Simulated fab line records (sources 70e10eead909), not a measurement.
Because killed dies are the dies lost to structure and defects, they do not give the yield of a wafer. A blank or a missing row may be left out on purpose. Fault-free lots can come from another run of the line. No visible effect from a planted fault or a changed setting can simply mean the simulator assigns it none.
fab line records + flow nand_harc + part 2 of 2: steps 30 to 35 of 35
record:
- lots: 5
- wafers: 15
- last_day: 32
route steps=1302 shown A_STAIRCASE@640
lots with no fault: from the same line, run without faults
start_h: hours from the record's first day to the start of the lot's first wafer shown + wait_h: hours elapsed since this lot's preceding step + " repeats the value in the row above + L1.1+2: a single row standing in for several wafers + - no value present, or no start provided + * or withheld: withheld + < > ~ a bound
route shown NAME@n: names a module that has steps shown in the file, with the first one's number in the route + usual: mean/standard deviation taken from wafers without a fault + same: alike in all rows + chamber/n: place in a boat + sites: each site's reading + _std_site: standard deviation across them + _edge_site: mean of outer sites minus mean of inner sites + radius_mm: how far each site lies from the wafer's centre + mask NAME#n: copy n + behind: the most recent tool/chamber to have shaped the wafer + hold: cause of the lot's hold/its duration in hours/its outcome + device: names the non-switching transistor (n, p or np) + end of line: the same wafers' tests at the end of the route + for a step that has no rows: nothing shown but its recipe + killed: the dies lost at the first sort to structure and to defects; this is not the yield of the wafer + map: the dies of a wafer, with x for killed, . for not killed, _ for no die there
set.NAME: the setting as run; set.NAME@STEP: as run at that earlier step + model.NAME: the simulator's own value behind a step, which no gauge read
lots seen at some steps along the route; tables by step, rows by wafer
services: from which hour (start_h, from the record's first day; less than 0 if before it) a tool's chamber was out of use, for how many hours, and why
== steps ==
step: NHARC_A_STAIRCASE_ETCH_15
recipe:
- target_depth_a: 1000
- time_s: 40.5
- ion_energy_ev: 400
- c4f8_flow_sccm: 20
- o2_flow_sccm: 10
- ar_flow_sccm: withheld
- rf_w: 600
- bias_w: 1000
- chemistry: C4F8/O2
usual:
- oes_product_au: 0.951/0.014
- rf_vpp_V: 897/5.8
| lot.wafer | tool        | chamber | start_h | wait_h | oes_product_au | rf_hours_counter_h | rf_vpp_V |
|-----------|-------------|---------|---------|--------|----------------|--------------------|----------|
| L075.1    | rie_diel-10 | 2       | -       | -      | 0.959          | 27                 | 887      |
| L075.2    | "           | 3       | "       | "      | 0.938          | 33                 | 900      |
| L075.5    | "           | 0       | "       | "      | 0.966          | -                  | 905      |
| L080.3    | rie_diel-02 | 1       | -       | -      | 0.966          | 4                  | 896      |
| L080.6    | "           | 3       | "       | "      | 0.937          | -                  | 904      |
| L080.5    | "           | 0       | "       | "      | 0.969          | -                  | 892      |
| L082.1    | rie_diel-10 | 3       | -       | -      | 0.927          | 1                  | 899      |
| L082.4    | "           | 0       | "       | "      | 0.932          | 2                  | 905      |
| L082.6    | "           | 2       | "       | "      | 0.963          | -                  | 905      |
| L088.1    | rie_diel-01 | 1       | -       | -      | 0.949          | 36                 | 895      |
| L088.4    | "           | 3       | "       | "      | 0.959          | 40                 | 903      |
| L088.5    | "           | 1       | "       | "      | 0.946          | -                  | 893      |
| L095.3    | rie_diel-02 | 3       | -       | -      | 0.929          | 49                 | 905      |
| L095.5    | "           | 1       | "       | "      | 0.952          | -                  | 896      |
| L095.6    | "           | 2       | "       | "      | 0.936          | -                  | 888      |
step: NHARC_A_STAIRCASE_TRIM_16
recipe:
- time_s: 211.2
- o2_flow_sccm: 500
- ar_flow_sccm: 0
- bias_w: 0
- chemistry: O2
usual:
- drypump_motor_current_A: 5.7/0.44
- oes_product_au: 1.007/0.012
- rf_vpp_V: 57.8/0.91
- showerhead_plenum_p_Torr: 3.58/0.16
- throttle_valve_pct: 17.038/0.0094
| lot.wafer | tool        | chamber | start_h | wait_h | drypump_motor_current_A | oes_product_au | rf_hours_counter_h | rf_vpp_V | showerhead_plenum_p_Torr | throttle_valve_pct |
|-----------|-------------|---------|---------|--------|-------------------------|----------------|--------------------|----------|--------------------------|--------------------|
| L075.1    | rie_diel-10 | 2       | -       | -      | 5.4                     | 1.004          | 27                 | 57.6     | 3.29                     | 17.041             |
| L075.2    | "           | 3       | "       | "      | 5.9                     | 0.996          | 33                 | 57.4     | 3.65                     | 17.040             |
| L075.5    | "           | 1       | "       | "      | 5.8                     | 1.023          | -                  | 59.3     | 3.55                     | 17.040             |
| L080.3    | rie_diel-02 | 0       | -       | -      | 6.1                     | 1.008          | 5                  | 57.6     | 3.43                     | 17.025             |
| L080.6    | "           | 2       | "       | "      | 6.1                     | 1.002          | -                  | 55.7     | 3.34                     | 17.024             |
| L080.5    | "           | 3       | "       | "      | 5.6                     | 1.001          | -                  | 58.6     | 3.77                     | 17.042             |
| L082.1    | rie_diel-10 | 0       | -       | -      | 5.5                     | 1.004          | 2                  | 59.0     | 3.77                     | 17.035             |
| L082.4    | "           | 1       | "       | "      | 5.7                     | 1.036          | 2                  | 57.1     | 3.54                     | 17.027             |
| L082.6    | "           | 0       | "       | "      | 5.5                     | 0.999          | -                  | 57.2     | 3.77                     | 17.034             |
| L088.1    | rie_diel-01 | 3       | -       | -      | 5.7                     | 1.002          | 40                 | 57.9     | 3.73                     | 17.043             |
| L088.4    | "           | 1       | "       | "      | 6.1                     | 1.004          | 36                 | 57.7     | 3.46                     | 17.053             |
| L088.5    | "           | 0       | "       | "      | 4.7                     | 1.022          | -                  | 58.1     | 3.52                     | 17.027             |
| L095.3    | rie_diel-02 | 2       | -       | -      | 6.1                     | 1.013          | 52                 | 57.2     | 3.31                     | 17.049             |
| L095.6    | "           | 2       | "       | "      | 6.1                     | 0.999          | -                  | 56.2     | 3.31                     | 17.047             |
| L095.5    | "           | 3       | "       | "      | 5.5                     | 0.979          | -                  | 57.6     | 3.75                     | 17.032             |
step: NHARC_A_STAIRCASE_ETCH_17
recipe:
- target_depth_a: 1000
- time_s: 40.5
- ion_energy_ev: 400
- c4f8_flow_sccm: 20
- o2_flow_sccm: 10
- ar_flow_sccm: withheld
- rf_w: 600
- bias_w: 1000
- chemistry: C4F8/O2
usual:
- oes_product_au: 0.949/0.013
- rf_vpp_V: 898/5.7
| lot.wafer | tool        | chamber | start_h | wait_h | oes_product_au | rf_hours_counter_h | rf_vpp_V |
|-----------|-------------|---------|---------|--------|----------------|--------------------|----------|
| L075.2    | rie_diel-10 | 1       | -       | -      | 0.970          | 40                 | 895      |
| L075.1    | "           | 3       | "       | "      | 0.927          | 33                 | 900      |
| L075.5    | "           | 2       | "       | "      | 0.950          | -                  | 888      |
| L080.3    | rie_diel-02 | 3       | -       | -      | 0.939          | 9                  | 903      |
| L080.5    | "           | 3       | "       | "      | 0.937          | -                  | 903      |
| L080.6    | "           | 0       | "       | "      | 0.949          | -                  | 893      |
| L082.1    | rie_diel-10 | 2       | -       | -      | 0.968          | 2                  | 906      |
| L082.4    | "           | 0       | "       | "      | 0.947          | 2                  | 905      |
| L082.6    | "           | 3       | "       | "      | 0.929          | -                  | 898      |
| L088.1    | rie_diel-01 | 1       | -       | -      | 0.956          | 36                 | 893      |
| L088.4    | "           | 2       | "       | "      | 0.949          | 40                 | 903      |
| L088.5    | "           | 0       | "       | "      | 0.955          | -                  | 895      |
| L095.3    | rie_diel-02 | 1       | -       | -      | 0.958          | 51                 | 896      |
| L095.6    | "           | 3       | "       | "      | 0.910          | -                  | 904      |
| L095.5    | "           | 0       | "       | "      | 0.956          | -                  | 893      |
step: NHARC_A_STAIRCASE_TRIM_18
recipe:
- time_s: 211.2
- o2_flow_sccm: 500
- ar_flow_sccm: 0
- bias_w: 0
- chemistry: O2
usual:
- drypump_motor_current_A: 5.8/0.41
- oes_product_au: 1.006/0.012
- rf_vpp_V: 57.9/0.83
- showerhead_plenum_p_Torr: 3.57/0.16
- throttle_valve_pct: 17.037/0.0094
| lot.wafer | tool        | chamber | start_h | wait_h | drypump_motor_current_A | oes_product_au | rf_hours_counter_h | rf_vpp_V | showerhead_plenum_p_Torr | throttle_valve_pct |
|-----------|-------------|---------|---------|--------|-------------------------|----------------|--------------------|----------|--------------------------|--------------------|
| L075.2    | rie_diel-10 | 3       | -       | -      | 6.0                     | 0.990          | 33                 | 58.3     | 3.65                     | 17.048             |
| L075.1    | "           | 0       | "       | "      | 5.4                     | 1.026          | 39                 | 57.9     | 3.78                     | 17.042             |
| L075.5    | "           | 3       | "       | "      | 5.9                     | 0.998          | -                  | 58.0     | 3.65                     | 17.022             |
| L080.3    | rie_diel-02 | 1       | -       | -      | 6.3                     | 1.025          | 5                  | 57.9     | 3.54                     | 17.037             |
| L080.6    | "           | 2       | "       | "      | 6.1                     | 1.013          | -                  | 58.5     | 3.34                     | 17.032             |
| L080.5    | "           | 3       | "       | "      | 5.5                     | 0.999          | -                  | 59.2     | 3.77                     | 17.049             |
| L082.1    | rie_diel-10 | 1       | -       | -      | 5.8                     | 1.025          | 2                  | 58.4     | 3.54                     | 17.036             |
| L082.4    | "           | 2       | "       | "      | 5.4                     | 1.022          | 2                  | 58.5     | 3.81                     | 17.018             |
| L082.6    | "           | 1       | "       | "      | 5.7                     | 1.018          | -                  | 57.4     | 3.54                     | 17.031             |
| L088.1    | rie_diel-01 | 1       | -       | -      | 6.1                     | 0.994          | 36                 | 56.7     | 3.46                     | 17.024             |
| L088.4    | "           | 0       | "       | "      | 4.7                     | 1.009          | 35                 | 56.3     | 3.52                     | 17.044             |
| L088.5    | "           | 1       | "       | "      | 6.0                     | 0.992          | -                  | 57.2     | 3.46                     | 17.026             |
| L095.3    | rie_diel-02 | 0       | -       | -      | 6.1                     | 1.009          | 48                 | 58.4     | 3.41                     | 17.030             |
| L095.6    | "           | 0       | "       | "      | 6.1                     | 1.019          | -                  | 56.7     | 3.41                     | 17.033             |
| L095.5    | "           | 1       | "       | "      | 6.3                     | 1.030          | -                  | 57.7     | 3.51                     | 17.021             |
step: NHARC_A_STAIRCASE_ETCH_19
recipe:
- target_depth_a: 1000
- time_s: 40.5
- ion_energy_ev: 400
- c4f8_flow_sccm: 20
- o2_flow_sccm: 10
- ar_flow_sccm: withheld
- rf_w: 600
- bias_w: 1000
- chemistry: C4F8/O2
usual:
- oes_product_au: 0.948/0.014
- rf_vpp_V: 898/5.8
| lot.wafer | tool        | chamber | start_h | wait_h | oes_product_au | rf_hours_counter_h | rf_vpp_V |
|-----------|-------------|---------|---------|--------|----------------|--------------------|----------|
| L075.1    | rie_diel-10 | 2       | -       | -      | 0.950          | 27                 | 887      |
| L075.2    | "           | 0       | "       | "      | 0.982          | 39                 | 905      |
| L075.5    | "           | 3       | "       | "      | 0.935          | -                  | 902      |
| L080.3    | rie_diel-02 | 1       | -       | -      | 0.955          | 5                  | 897      |
| L080.6    | "           | 0       | "       | "      | 0.957          | -                  | 892      |
| L080.5    | "           | 1       | "       | "      | 0.946          | -                  | 897      |
| L082.4    | rie_diel-10 | 3       | -       | -      | 0.931          | 2                  | 900      |
| L082.1    | "           | 1       | "       | "      | 0.957          | 2                  | 897      |
| L082.6    | "           | 3       | "       | "      | 0.932          | -                  | 901      |
| L088.4    | rie_diel-01 | 2       | -       | -      | 0.924          | 41                 | 904      |
| L088.1    | "           | 3       | "       | "      | 0.945          | 41                 | 904      |
| L088.5    | "           | 3       | "       | "      | 0.944          | -                  | 902      |
| L095.3    | rie_diel-02 | 1       | -       | -      | 0.949          | 51                 | 895      |
| L095.5    | "           | 3       | "       | "      | 0.926          | -                  | 905      |
| L095.6    | "           | 0       | "       | "      | 0.950          | -                  | 892      |
step: NHARC_A_STAIRCASE_TRIM_20
recipe:
- time_s: 211.2
- o2_flow_sccm: 500
- ar_flow_sccm: 0
- bias_w: 0
- chemistry: O2
usual:
- drypump_motor_current_A: 5.7/0.4
- oes_product_au: 1.008/0.012
- rf_vpp_V: 58.0/0.86
- showerhead_plenum_p_Torr: 3.61/0.15
- throttle_valve_pct: 17.035/0.0092
| lot.wafer | tool        | chamber | start_h | wait_h | drypump_motor_current_A | oes_product_au | rf_hours_counter_h | rf_vpp_V | showerhead_plenum_p_Torr | throttle_valve_pct |
|-----------|-------------|---------|---------|--------|-------------------------|----------------|--------------------|----------|--------------------------|--------------------|
| L075.1    | rie_diel-10 | 0       | 365.42  | 0.1    | 5.4                     | 1.033          | 40                 | 60.1     | 3.78                     | 17.031             |
| L075.2    | "           | 1       | "       | "      | 5.8                     | 1.023          | 40                 | 59.1     | 3.55                     | 17.024             |
| L075.5    | "           | 3       | "       | "      | 5.9                     | 0.987          | -                  | 57.0     | 3.65                     | 17.016             |
| L080.3    | rie_diel-01 | 2       | 415.85  | 0.1    | 5.9                     | 1.005          | 9                  | 58.6     | 3.77                     | 17.025             |
| L080.6    | "           | 3       | "       | "      | 5.7                     | 1.011          | -                  | 58.0     | 3.75                     | 17.035             |
| L080.5    | "           | 0       | "       | "      | 4.7                     | 1.005          | -                  | 58.2     | 3.53                     | 17.042             |
| L082.1    | rie_diel-10 | 1       | 444.48  | 0.1    | 5.8                     | 1.022          | 2                  | 57.8     | 3.54                     | 17.044             |
| L082.4    | "           | 2       | "       | "      | 5.4                     | 1.027          | 2                  | 59.1     | 3.81                     | 17.031             |
| L082.6    | "           | 0       | "       | "      | 5.5                     | 1.003          | -                  | 58.3     | 3.77                     | 17.038             |
| L088.4    | rie_diel-02 | 1       | 501.66  | 0.1    | 6.2                     | 1.029          | 32                 | 57.8     | 3.52                     | 17.036             |
| L088.1    | "           | 2       | "       | "      | 6.1                     | 1.005          | 34                 | 56.6     | 3.32                     | 17.048             |
| L088.5    | "           | 0       | "       | "      | 6.1                     | 1.024          | -                  | 57.0     | 3.42                     | 17.029             |
| L095.3    | rie_diel-10 | 2       | 565.84  | 0.1    | 5.4                     | 1.020          | 38                 | 57.6     | 3.79                     | 17.033             |
| L095.5    | "           | 0       | "       | "      | 5.5                     | 1.005          | -                  | 58.6     | 3.75                     | 17.038             |
| L095.6    | "           | 1       | "       | "      | 5.8                     | 1.025          | -                  | 56.9     | 3.52                     | 17.036             |
== services ==
| tool            | chamber | start_h | hours | kind   |
|-----------------|---------|---------|-------|--------|
| wet_bench-07    | -       | 336.00  | 8.0   | pm     |
| rie_diel-01     | 1       | 349.19  | 1.7   | repair |
| rie_diel-10     | -       | 351.67  | 2.7   | repair |
| krf_scanner-04  | -       | 353.78  | 0.4   | repair |
| rie_diel-10     | 0       | 368.82  | 15.9  | repair |
| rie_diel-01     | -       | 380.96  | 9.0   | pm     |
| rie_diel-02     | -       | 393.71  | 9.0   | pm     |
| krf_scanner-03  | -       | 396.00  | 4.0   | pm     |
| litho_track-02  | -       | 402.00  | 7.0   | pm     |
| wet_bench-04    | -       | 403.20  | 8.0   | pm     |
| rie_diel-10     | 0       | 405.13  | 4.4   | repair |
| rie_diel-10     | -       | 422.96  | 9.0   | pm     |
| litho_track-07  | -       | 426.00  | 7.0   | pm     |
| plasma_asher-02 | -       | 426.87  | 9.0   | pm     |
| rie_diel-01     | 0       | 429.08  | 2.5   | repair |
| litho_track-03  | -       | 450.00  | 7.0   | pm     |
| wet_bench-01    | -       | 453.60  | 8.0   | pm     |
| rie_diel-10     | 1       | 463.91  | 12.3  | repair |
| rie_diel-10     | 0       | 498.78  | 5.2   | repair |
| rie_diel-02     | 0       | 511.33  | 1.3   | repair |
| krf_scanner-04  | -       | 526.18  | 4.0   | pm     |
| rie_diel-10     | 0       | 539.17  | 2.1   | repair |
| rie_diel-02     | 1       | 551.20  | 4.7   | repair |
| rie_diel-01     | -       | 557.96  | 9.0   | pm     |
